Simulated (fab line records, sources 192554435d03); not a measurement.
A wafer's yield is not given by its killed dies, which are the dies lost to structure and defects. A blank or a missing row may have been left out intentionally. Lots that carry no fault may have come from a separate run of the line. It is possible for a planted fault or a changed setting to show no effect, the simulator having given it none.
Matching of chambers | flow n5 finfet | 4 sister chambers for N5_BEOL_M10_ETCH_66 on rie diel-04
The step etches SOC in N2/H2, target depth 120 nm, overetch 24 nm, time 180 s. 20 wafers are shown with their chamber, then 10 later ones without.

## WAFERS WITH THEIR CHAMBER
wafer  | chamber | drypump motor current A (A) | showerhead plenum p Torr (Torr) | throttle valve pct (%)
L075.1 | 2       | 4.9                         | 2.54                            | 17.52
L075.3 | 3       | 6.5                         | 2.60                            | 17.62
L075.6 | 0       | 5.8                         | 2.47                            | 17.18
L074.3 | 3       | 6.5                         | 2.59                            | 17.63
L074.4 | 1       | 6.4                         | 2.59                            | 17.98
L074.6 | 2       | 4.9                         | 2.54                            | 17.51
L081.1 | 0       | 5.8                         | 2.46                            | 17.18
L081.2 | 2       | 4.9                         | 2.53                            | 17.54
L081.5 | 2       | 4.9                         | 2.53                            | 17.54
L079.2 | 1       | 6.3                         | 2.59                            | 18.00
L079.3 | 0       | 5.8                         | 2.46                            | 17.19
L079.4 | 3       | 6.5                         | 2.59                            | 17.33
L083.2 | 2       | 4.9                         | 2.53                            | 17.55
L083.3 | 3       | 6.6                         | 2.59                            | 17.33
L083.4 | 0       | 5.8                         | 2.46                            | 17.23
L089.1 | 3       | 6.5                         | 2.58                            | 17.36
L089.2 | 1       | 6.4                         | 2.58                            | 18.03
L089.3 | 0       | 5.8                         | 2.46                            | 17.22
L089.4 | 1       | 6.4                         | 2.58                            | 18.04
L089.5 | 3       | 6.6                         | 2.58                            | 17.35

SIGNATURES (means of the wafers above)
reading                  | chamber 0 | chamber 1 | chamber 2 | chamber 3 | scatter within a chamber
drypump motor current A  | 5.800     | 6.375     | 4.900     | 6.533     | 0.0361
showerhead plenum p Torr | 2.4620    | 2.5850    | 2.5340    | 2.5883    | 0.00604
throttle valve pct       | 17.2000   | 18.0125   | 17.5320   | 17.4367   | 0.0839
Rule: a wafer's distance from a chamber is the root of the sum, over the readings, of the square of ((its reading less the chamber's mean) divided by the reading's scatter). If the next closest chamber is less than 2 further off than the closest, the wafer can't be placed; otherwise it belongs to the closest. How the scatter is found: for the shown wafers, subtract from each reading the mean of its chamber, square and add these, divide the total by (wafers less chambers), then take the root.

## WAFERS WITHOUT THEIR CHAMBER
wafer  | drypump motor current A (A) | showerhead plenum p Torr (Torr) | throttle valve pct (%)
L089.6 | 5.8                         | 2.46                            | 17.21
L087.2 | 4.9                         | 2.52                            | 17.57
L087.3 | 6.5                         | 2.58                            | 17.38
L087.5 | 4.9                         | 2.52                            | 17.58
L097.1 | 6.3                         | 2.57                            | 18.05
L097.2 | 6.6                         | 2.58                            | 17.40
L097.4 | 5.8                         | 2.45                            | 17.26
L096.2 | 4.9                         | 2.52                            | 17.59
L096.3 | 6.4                         | 2.57                            | 18.09
L096.4 | 6.5                         | 2.58                            | 17.40

## EACH ONE'S CHAMBER
wafer  | from the rows above | in truth
L089.6 | 0                   | 0
L087.2 | 2                   | 2
L087.3 | 3                   | 3
L087.5 | 2                   | 2
L097.1 | 1                   | 1
L097.2 | 3                   | 3
L097.4 | 0                   | 0
L096.2 | 2                   | 2
L096.3 | 1                   | 1
L096.4 | 3                   | 3
Correctly placed: 10 of 10. From these rows, 0 cannot be placed. Placed wrongly: 0.
